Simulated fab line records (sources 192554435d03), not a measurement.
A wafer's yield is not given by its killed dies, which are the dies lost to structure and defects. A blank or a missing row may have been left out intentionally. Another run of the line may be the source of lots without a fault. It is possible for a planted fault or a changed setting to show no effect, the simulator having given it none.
What tool caused it? -- flow n5_finfet -- Sampling: 24 lots, 72 wafers, 6 of 1938 route steps

## WHAT THE GAUGES READ, wafer by wafer
Not one reading of a measure or inspect step in the record can be checked against a usual standard deviation.

## TOOL THAT RAN EACH LOT (tool first, then ch and the chambers of the sampled wafers, then the start)
lot,N5_MOL_CONTACT_COAG_CONTACT_ETCH_14,N5_MOL_CONTACT_COAG_SIL_ANNEAL_21,N5_MOL_CONTACT_COAG_STRIP_96,N5_MOL_CONTACT_COAG_STRIP_119,N5_MOL_CONTACT_COAG_ETCHBACK_136,N5_BEOL_M0_SAQP_HM_DEP_02
L074,"rie_diel-04 ch 0,3, day 4 16:29","rtp_anneal-01 ch 0, day 4 18:22","rie_diel-04 ch 0,1,2, day 5 06:08","plasma_asher-02 ch 0,1, day 5 06:17","rie_diel-04 ch 0,1,2, day 5 07:39","pvd_sputter-02, day 5 12:56"
L075,"rie_diel-04 ch 1,2,3, day 4 20:40","rtp_anneal-02 ch 0, day 4 22:01","rie_diel-05 ch 0,1,3, day 5 09:44","plasma_asher-02 ch 0,1, day 5 09:51","rie_diel-01 ch 0,3, day 5 11:50","pvd_sputter-02, day 5 17:42"
L076,"rie_diel-05 ch 0,2,3, day 5 06:44","rtp_anneal-01 ch 0, day 5 07:56","rie_diel-05 ch 0,1,2, day 5 17:16","plasma_asher-02 ch 0,1, day 5 17:23","rie_diel-04 ch 0,1,3, day 5 18:41","pvd_sputter-03, day 5 23:40"
L077,"rie_diel-04 ch 1,2,3, day 5 10:02","rtp_anneal-01 ch 0, day 5 11:19","rie_diel-04 ch 0,1, day 5 19:32","plasma_asher-01 ch 0,1, day 5 19:40","rie_diel-05 ch 0,1, day 5 21:20","pvd_sputter-02, day 6 03:13"
L078,"rie_diel-01 ch 0,1, day 5 16:38","rtp_anneal-02 ch 0, day 5 18:01","rie_diel-04 ch 0,1,3, day 6 01:37","plasma_asher-02 ch 0,1, day 6 01:44","rie_diel-05 ch 1,3, day 6 04:43","pvd_sputter-03, day 6 10:19"
L079,"rie_diel-04 ch 1,2,3, day 5 21:11","rtp_anneal-02 ch 0, day 5 23:22","rie_diel-05 ch 1,2, day 6 09:07","plasma_asher-02 ch 0,1, day 6 09:14","rie_diel-01 ch 1,2,3, day 6 10:26","pvd_sputter-03, day 6 18:39"
L080,"rie_diel-04 ch 0,2,3, day 6 03:01","rtp_anneal-02 ch 0, day 6 04:28","rie_diel-04 ch 1,3, day 6 12:38","plasma_asher-02 ch 0,1, day 6 12:45","rie_diel-04 ch 0,2,3, day 6 13:46","pvd_sputter-01, day 6 18:59"
L081,"rie_diel-01 ch 1,2, day 6 10:50","rtp_anneal-02 ch 0, day 6 12:04","rie_diel-05 ch 0,1,2, day 6 23:35","plasma_asher-02 ch 0, day 6 23:42","rie_diel-01 ch 1,2,3, day 7 01:10","pvd_sputter-01, day 7 07:17"
L082,"rie_diel-04 ch 2,3, day 7 00:22","rtp_anneal-01 ch 0, day 7 02:19","rie_diel-04 ch 0,2, day 7 12:00","plasma_asher-02 ch 0,1, day 7 12:08","rie_diel-05 ch 0,1,2, day 7 13:19","pvd_sputter-01, day 7 18:14"
L083,"rie_diel-05 ch 0,3, day 7 04:32","rtp_anneal-02 ch 0, day 7 07:29","rie_diel-05 ch 0,2,3, day 7 15:19","plasma_asher-02 ch 0,1, day 7 15:28","rie_diel-01 ch 0,1,2, day 7 16:44","pvd_sputter-03, day 7 21:29"
L084,"rie_diel-04 ch 0,3, day 7 07:23","rtp_anneal-01 ch 0, day 7 08:47","rie_diel-01 ch 0,2, day 7 18:47","plasma_asher-01 ch 0,1, day 7 18:54","rie_diel-01 ch 1,3, day 7 20:00","pvd_sputter-02, day 8 02:29"
L085,"rie_diel-01 ch 2,3, day 7 09:19","rtp_anneal-01 ch 0, day 7 10:55","rie_diel-05 ch 0,1,3, day 7 19:03","plasma_asher-01 ch 0,1, day 7 19:10","rie_diel-05 ch 0,1,2, day 7 20:12","pvd_sputter-01, day 8 03:59"
L086,"rie_diel-04 ch 1,2,3, day 7 19:22","rtp_anneal-02 ch 0, day 7 21:07","rie_diel-01 ch 2,3, day 8 07:16","plasma_asher-01 ch 0,1, day 8 07:24","rie_diel-04 ch 0,2, day 8 08:25","pvd_sputter-03, day 8 13:03"
L087,"rie_diel-05 ch 0,1, day 8 01:16","rtp_anneal-01 ch 0, day 8 02:36","rie_diel-01 ch 2,3, day 8 12:51","plasma_asher-02 ch 0,1, day 8 12:58","rie_diel-04 ch 2,3, day 8 13:59","pvd_sputter-03, day 8 19:56"
L088,"rie_diel-05 ch 2,3, day 8 02:14","rtp_anneal-01 ch 0, day 8 03:25","rie_diel-05 ch 0,2, day 8 15:58","plasma_asher-01 ch 0,1, day 8 16:05","rie_diel-04 ch 1,3, day 8 17:22","pvd_sputter-03, day 9 00:07"
L089,"rie_diel-01 ch 0,1, day 8 09:27","rtp_anneal-01 ch 0, day 8 11:36","rie_diel-05 ch 0,1,3, day 8 20:34","plasma_asher-02 ch 0,1, day 8 20:41","rie_diel-05 ch 0,1,3, day 8 21:50","pvd_sputter-03, day 9 03:35"
L090,"rie_diel-01 ch 0,3, day 8 14:39","rtp_anneal-02 ch 0, day 8 15:51","rie_diel-04 ch 1,3, day 9 02:04","plasma_asher-02 ch 0,1, day 9 02:11","rie_diel-05 ch 0,1,2, day 9 03:20","pvd_sputter-03, day 9 09:14"
L091,"rie_diel-01 ch 0,1, day 8 21:57","rtp_anneal-02 ch 0, day 8 23:20","rie_diel-04 ch 1,2,3, day 9 07:49","plasma_asher-01 ch 0,1, day 9 07:56","rie_diel-05 ch 2,3, day 9 09:40","pvd_sputter-02, day 9 15:28"
L092,"rie_diel-04 ch 2,3, day 9 06:34","rtp_anneal-01 ch 0, day 9 07:53","rie_diel-05 ch 1,2,3, day 9 17:36","plasma_asher-02 ch 0,1, day 9 17:43","rie_diel-05 ch 0,1,2, day 9 18:58","pvd_sputter-02, day 10 00:43"
L093,"rie_diel-05 ch 1,2,3, day 9 10:40","rtp_anneal-02 ch 0, day 9 13:18","rie_diel-04 ch 0,2,3, day 9 22:51","plasma_asher-01 ch 0,1, day 9 22:59","rie_diel-01 ch 0,1,3, day 10 00:37","pvd_sputter-02, day 10 06:10"
L094,"rie_diel-04 ch 0,2,3, day 9 17:25","rtp_anneal-01 ch 0, day 9 18:40","rie_diel-01 ch 1,3, day 10 02:19","plasma_asher-01 ch 0,1, day 10 02:26","rie_diel-01 ch 0,1,3, day 10 03:28","pvd_sputter-03, day 10 09:55"
L095,"rie_diel-04 ch 1,2,3, day 9 21:51","rtp_anneal-02 ch 0, day 9 23:11","rie_diel-01 ch 1,3, day 10 13:02","plasma_asher-02 ch 0,1, day 10 13:10","rie_diel-01 ch 2,3, day 10 15:08","pvd_sputter-03, day 10 21:46"
L096,"rie_diel-04 ch 0,1,2, day 10 06:37","rtp_anneal-02 ch 0, day 10 07:52","rie_diel-01 ch 0,1, day 10 16:42","plasma_asher-01 ch 0,1, day 10 16:50","rie_diel-04 ch 2,3, day 10 18:04","pvd_sputter-03, day 10 23:25"
L097,"rie_diel-04 ch 0,1,3, day 10 13:03","rtp_anneal-02 ch 0, day 10 14:22","rie_diel-05 ch 2,3, day 10 22:00","plasma_asher-02 ch 0,1, day 10 22:07","rie_diel-05 ch 1,3, day 10 23:19","pvd_sputter-03, day 11 04:34"
- N5_MOL_CONTACT_COAG_CONTACT_ETCH_14: etches SiO2 in C4F6/O2, target depth 27.5 nm, overetch 8.5 nm, time 20 s.
- N5_MOL_CONTACT_COAG_SIL_ANNEAL_21: time 60 s.
- N5_MOL_CONTACT_COAG_STRIP_96: strips in N2/H2.
- N5_MOL_CONTACT_COAG_STRIP_119: strips in N2/H2, time 30 s.
- N5_MOL_CONTACT_COAG_ETCHBACK_136: etches SiO2 in CHF3, target depth 25 nm, time 16.7 s.
- N5_BEOL_M0_SAQP_HM_DEP_02: deposits TiN, target thk 12 nm.

## AS READ BY THE TOOLS THEMSELVES (means over the sampled wafers that have a number; for cases with no such wafer, the mark the record gives instead)
N5_MOL_CONTACT_COAG_CONTACT_ETCH_14. Usual: drypump_motor_current_A 5.3 A, standard deviation 0.46; oes_product_au 0.64 a.u., standard deviation 0.077; rf_vpp_V 692 V, standard deviation 3.5; showerhead_plenum_p_Torr 2.85 Torr, standard deviation 0.1; throttle_valve_pct 21.25 %, standard deviation 0.3.
lot,tool,drypump_motor_current_A (A),oes_product_au (a.u.),rf_vpp_V (V),showerhead_plenum_p_Torr (Torr),throttle_valve_pct (%),flag
L074,rie_diel-04,5.1,0.62,696,2.96,21.65,
L075,rie_diel-04,5.2,0.62,692,2.83,21.23,
L076,rie_diel-05,5.3,0.65,691,2.85,21.12,
L077,rie_diel-04,5.2,0.61,691,2.83,21.24,
L078,rie_diel-01,4.8,0.60,692,2.89,21.42,
L079,rie_diel-04,5.1,0.61,690,2.82,21.25,
L080,rie_diel-04,5.2,0.61,692,2.87,21.44,
L081,rie_diel-01,5.2,0.62,694,2.93,21.34,
L082,rie_diel-04,5.0,0.61,693,2.92,21.44,
L083,rie_diel-05,5.2,0.70,690,2.79,21.21,
L084,rie_diel-04,5.0,0.60,694,2.95,21.69,
L085,rie_diel-01,5.8,0.59,691,2.82,21.17,
L086,rie_diel-04,5.2,0.60,691,2.82,21.26,
L087,rie_diel-05,6.1,0.75,690,2.81,20.99,
L088,rie_diel-05,5.0,0.65,690,2.82,21.26,
L089,rie_diel-01,4.8,0.74,693,2.89,21.28,
L090,rie_diel-01,4.9,0.65,691,2.82,21.03,
L091,rie_diel-01,4.8,0.74,693,2.89,21.30,
L092,rie_diel-04,5.2,0.60,690,2.82,21.23,
L093,rie_diel-05,5.5,0.65,690,2.82,21.25,
L094,rie_diel-04,5.2,0.68,691,2.86,21.36,
L095,rie_diel-04,5.2,0.65,694,2.92,21.21,
L096,rie_diel-04,5.3,0.73,692,2.87,21.10,
L097,rie_diel-04,5.2,0.72,694,2.95,21.33,

N5_MOL_CONTACT_COAG_SIL_ANNEAL_21. Usual: lamp_power_pct 6.6 %, standard deviation 0.39; lamp_zone_3_pct 6.6 %, standard deviation 0.39; lamp_zone_6_pct 6.5 %, standard deviation 0.38; wafer_temp_C_max 552.3, standard deviation 0.76.
lot,tool,lamp_power_pct (%),lamp_zone_3_pct (%),lamp_zone_6_pct (%),wafer_temp_C_max,flag
L074,rtp_anneal-01,7.0,7.0,6.9,551.6,
L075,rtp_anneal-02,6.2,6.2,6.2,552.5,
L076,rtp_anneal-01,7.0,7.0,6.9,551.4,
L077,rtp_anneal-01,7.0,7.0,6.9,551.5,
L078,rtp_anneal-02,6.2,6.2,6.2,553.4,
L079,rtp_anneal-02,6.2,6.2,6.2,552.7,
L080,rtp_anneal-02,6.2,6.2,6.2,553.1,
L081,rtp_anneal-02,6.2,6.2,6.2,552.6,
L082,rtp_anneal-01,7.0,7.0,6.9,551.6,
L083,rtp_anneal-02,6.2,6.2,6.2,552.7,
L084,rtp_anneal-01,7.0,7.0,6.9,551.7,
L085,rtp_anneal-01,7.0,7.0,6.9,551.5,
L086,rtp_anneal-02,6.2,6.2,6.2,552.6,
L087,rtp_anneal-01,7.0,7.0,6.9,551.7,
L088,rtp_anneal-01,7.0,7.0,6.9,551.8,
L089,rtp_anneal-01,7.0,7.0,6.9,551.9,
L090,rtp_anneal-02,6.2,6.2,6.2,553.1,
L091,rtp_anneal-02,6.2,6.2,6.2,553.1,
L092,rtp_anneal-01,7.0,7.0,6.9,551.4,
L093,rtp_anneal-02,6.2,6.2,6.2,551.9,
L094,rtp_anneal-01,7.0,7.0,6.9,551.3,
L095,rtp_anneal-02,6.2,6.2,6.2,553.3,
L096,rtp_anneal-02,6.2,6.2,6.2,553.0,
L097,rtp_anneal-02,6.2,6.2,6.2,552.8,

N5_MOL_CONTACT_COAG_STRIP_96. Usual: drypump_motor_current_A 5.4 A, standard deviation 0.56; oes_product_au 0.78 a.u., standard deviation 0.1; rf_vpp_V 121.9 V, standard deviation 1.3; showerhead_plenum_p_Torr 3.32 Torr, standard deviation 0.096; throttle_valve_pct 18.8 %, standard deviation 0.37.
lot,tool,drypump_motor_current_A (A),oes_product_au (a.u.),rf_vpp_V (V),showerhead_plenum_p_Torr (Torr),throttle_valve_pct (%),flag
L074,rie_diel-04,5.4,0.70,120.9,3.25,19.2,
L075,rie_diel-05,5.7,0.73,121.5,3.27,18.8,
L076,rie_diel-05,5.9,0.76,122.4,3.33,18.6,
L077,rie_diel-04,5.4,0.68,122.2,3.23,19.4,
L078,rie_diel-04,5.2,0.70,122.2,3.32,19.3,
L079,rie_diel-05,6.0,0.79,121.8,3.31,18.8,
L080,rie_diel-04,5.2,0.69,122.2,3.27,19.3,
L081,rie_diel-05,5.9,0.87,120.4,3.32,18.5,
L082,rie_diel-04,5.4,0.70,122.0,3.26,19.1,
L083,rie_diel-05,5.3,0.84,121.7,3.31,18.4,
L084,rie_diel-01,5.4,0.88,122.5,3.29,18.7,
L085,rie_diel-05,5.8,0.82,120.7,3.26,18.7,
L086,rie_diel-01,5.8,0.68,121.5,3.32,19.0,
L087,rie_diel-01,5.3,0.68,121.7,3.32,18.8,
L088,rie_diel-05,5.4,0.87,123.1,3.36,18.2,
L089,rie_diel-05,5.8,0.79,120.7,3.25,18.7,
L090,rie_diel-04,5.1,0.77,121.6,3.48,19.1,
L091,rie_diel-04,5.2,0.78,121.6,3.41,19.0,
L092,rie_diel-05,5.5,0.76,121.4,3.27,18.7,
L093,rie_diel-04,5.2,0.78,121.3,3.33,19.0,
L094,rie_diel-01,4.8,0.81,122.5,3.41,18.8,
L095,rie_diel-01,4.8,0.80,122.6,3.40,18.8,
L096,rie_diel-01,4.8,0.83,122.8,3.32,18.6,
L097,rie_diel-05,5.0,0.74,120.9,3.26,18.6,

N5_MOL_CONTACT_COAG_STRIP_119. Usual: drypump_motor_current_A 5.4 A, standard deviation 0.38; heater_power_w 317 W, standard deviation 12.
lot,tool,drypump_motor_current_A (A),heater_power_w (W),flag
L074,plasma_asher-02,5.6,324,
L075,plasma_asher-02,5.6,316,
L076,plasma_asher-02,5.3,325,
L077,plasma_asher-01,5.5,310,
L078,plasma_asher-02,5.3,330,
L079,plasma_asher-02,5.6,321,
L080,plasma_asher-02,5.6,318,
L081,plasma_asher-02,5.1,338,
L082,plasma_asher-02,5.5,322,
L083,plasma_asher-02,5.3,326,
L084,plasma_asher-01,5.2,305,
L085,plasma_asher-01,5.5,305,
L086,plasma_asher-01,5.2,302,
L087,plasma_asher-02,5.5,318,
L088,plasma_asher-01,5.5,308,
L089,plasma_asher-02,5.5,320,
L090,plasma_asher-02,5.3,327,
L091,plasma_asher-01,5.5,311,
L092,plasma_asher-02,5.3,325,
L093,plasma_asher-01,5.5,305,
L094,plasma_asher-01,5.5,307,
L095,plasma_asher-02,5.3,325,
L096,plasma_asher-01,5.5,306,
L097,plasma_asher-02,5.6,321,

N5_MOL_CONTACT_COAG_ETCHBACK_136. Usual: drypump_motor_current_A 5.3 A, standard deviation 0.58; oes_product_au 0.77 a.u., standard deviation 0.1; rf_vpp_V 526 V, standard deviation 16; showerhead_plenum_p_Torr 2.35 Torr, standard deviation 0.075; throttle_valve_pct 18.66 %, standard deviation 0.29.
lot,tool,drypump_motor_current_A (A),oes_product_au (a.u.),rf_vpp_V (V),showerhead_plenum_p_Torr (Torr),throttle_valve_pct (%),flag
L074,rie_diel-04,5.4,0.71,525,2.29,18.72,
L075,rie_diel-01,4.9,0.68,535,2.34,18.58,
L076,rie_diel-04,5.2,0.69,540,2.35,18.91,
L077,rie_diel-05,6.1,0.69,530,2.32,18.68,
L078,rie_diel-05,5.9,0.75,520,2.30,18.81,
L079,rie_diel-01,5.3,0.70,515,2.38,18.71,
L080,rie_diel-04,5.2,0.71,532,2.37,18.88,
L081,rie_diel-01,5.3,0.69,515,2.38,18.72,
L082,rie_diel-05,5.9,0.85,529,2.35,18.46,
L083,rie_diel-01,5.3,0.79,522,2.39,18.77,
L084,rie_diel-01,4.8,0.69,521,2.37,18.62,
L085,rie_diel-05,5.8,0.84,529,2.35,18.45,
L086,rie_diel-04,5.4,0.69,524,2.32,18.93,
L087,rie_diel-04,5.0,0.70,539,2.40,18.88,
L088,rie_diel-04,5.0,0.77,551,2.48,18.81,
L089,rie_diel-05,5.7,0.80,520,2.30,18.66,
L090,rie_diel-05,5.8,0.83,528,2.34,18.47,
L091,rie_diel-05,5.1,0.79,518,2.37,18.51,
L092,rie_diel-05,5.8,0.82,529,2.34,18.48,
L093,rie_diel-01,4.8,0.87,528,2.37,18.56,
L094,rie_diel-01,4.8,0.86,527,2.37,18.57,
L095,rie_diel-01,5.3,0.95,523,2.32,18.25,
L096,rie_diel-04,5.0,0.69,540,2.39,18.92,
L097,rie_diel-05,5.9,0.71,520,2.28,18.87,

N5_BEOL_M0_SAQP_HM_DEP_02. Usual: throttle_valve_pct 30.0 %, standard deviation 0.91.
lot,tool,throttle_valve_pct (%),flag
L074,pvd_sputter-02,30.9,
L075,pvd_sputter-02,30.3,
L076,pvd_sputter-03,28.9,
L077,pvd_sputter-02,30.5,
L078,pvd_sputter-03,29.1,
L079,pvd_sputter-03,29.6,
L080,pvd_sputter-01,29.2,
L081,pvd_sputter-01,31.2,
L082,pvd_sputter-01,29.7,
L083,pvd_sputter-03,29.5,
L084,pvd_sputter-02,30.8,
L085,pvd_sputter-01,30.7,
L086,pvd_sputter-03,29.5,
L087,pvd_sputter-03,29.8,
L088,pvd_sputter-03,29.5,
L089,pvd_sputter-03,29.5,
L090,pvd_sputter-03,29.5,
L091,pvd_sputter-02,30.3,
L092,pvd_sputter-02,30.4,
L093,pvd_sputter-02,30.8,
L094,pvd_sputter-03,29.8,
L095,pvd_sputter-03,29.8,
L096,pvd_sputter-03,29.5,
L097,pvd_sputter-03,29.3,

## THE ANSWER, worked out from the rows above alone
Rule: lot off if the mean of its wafers having a number is beyond 3 standard deviations from the usual mean. Also off: a lot with no number at a reading for which 4 or more lots have one. Where the step has rows for the other lots, those lots are counted as sound. The gauges are gone through in route order, then the tools' own readings, and for those a lot's mean is taken as printed above. At the first step where some lot is off, the reading lying furthest off is the one used; lots without a number count as furthest.
Nothing can be told from this: no lot is off at any reading shown.

## WHAT WAS PUT IN BY THE SIMULATOR
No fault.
